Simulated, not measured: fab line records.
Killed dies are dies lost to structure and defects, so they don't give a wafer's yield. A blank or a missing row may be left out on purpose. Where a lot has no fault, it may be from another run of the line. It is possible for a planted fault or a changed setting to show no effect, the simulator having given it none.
Matching of chambers -- flow nand harc -- rie diel-01 running NHARC_A_BONDPAD_STRIP_15: 4 sister chambers
The step strips in O2. 14 wafers are shown with their chamber, then 7 later ones without.

## EACH WAFER AND ITS CHAMBER
wafer,chamber,drypump motor current A (A),oes product au (a.u.),rf vpp V (V)
L804.2,3,6.2,1.002,56.1
L804.3,1,5.4,0.978,57.3
L804.5,2,5.4,0.996,58.4
L807.1,1,5.4,0.990,58.1
L807.2,0,6.0,0.994,57.3
L807.4,3,6.2,0.994,56.8
L809.1,0,6.0,1.008,56.9
L809.3,1,5.4,0.985,58.3
L809.5,0,6.0,1.010,56.9
L810.1,0,6.0,1.002,59.6
L810.2,3,6.2,1.014,55.4
L810.6,2,5.4,1.002,57.5
L814.2,3,6.3,0.987,57.4
L814.3,2,5.4,0.997,56.7

SIGNATURES (averages over the wafers above)
reading,chamber 0,chamber 1,chamber 2,chamber 3,scatter within a chamber
drypump motor current A,6.000,5.400,5.400,6.225,0.0274
oes product au,1.00350,0.98433,0.99833,0.99925,0.00807
rf vpp V,57.675,57.900,57.533,56.425,0.964
Rule: distance of a wafer from a chamber = root of the sum over the readings of ((wafer's reading minus chamber's mean) / reading's scatter) squared. If the next closest chamber is less than 2 further off than the closest, the wafer can't be placed; otherwise it belongs to the closest. The scatter: take each reading less its chamber's mean, square it, sum over the shown wafers, divide by the number of wafers less the number of chambers, and take the root.

## WAFERS WHOSE CHAMBER IS MISSING
wafer,drypump motor current A (A),oes product au (a.u.),rf vpp V (V)
L814.6,6.2,0.989,56.7
L817.1,6.2,0.994,58.8
L817.4,5.4,0.991,56.9
L817.6,6.2,1.001,56.9
L823.2,5.4,1.016,58.5
L823.4,6.0,1.023,58.8
L823.6,6.3,0.995,57.7

## EACH ONE'S CHAMBER
wafer,from the rows above,in truth
L814.6,3,3
L817.1,3,3
L817.4,can't be placed: 2 or 1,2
L817.6,3,3
L823.2,can't be placed: 2 or 1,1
L823.4,0,0
L823.6,3,3
Correct placement for 5 of the 7. Can't be placed from these rows: 2 (the true chamber is among the candidates in 2). Wrongly placed: 0.
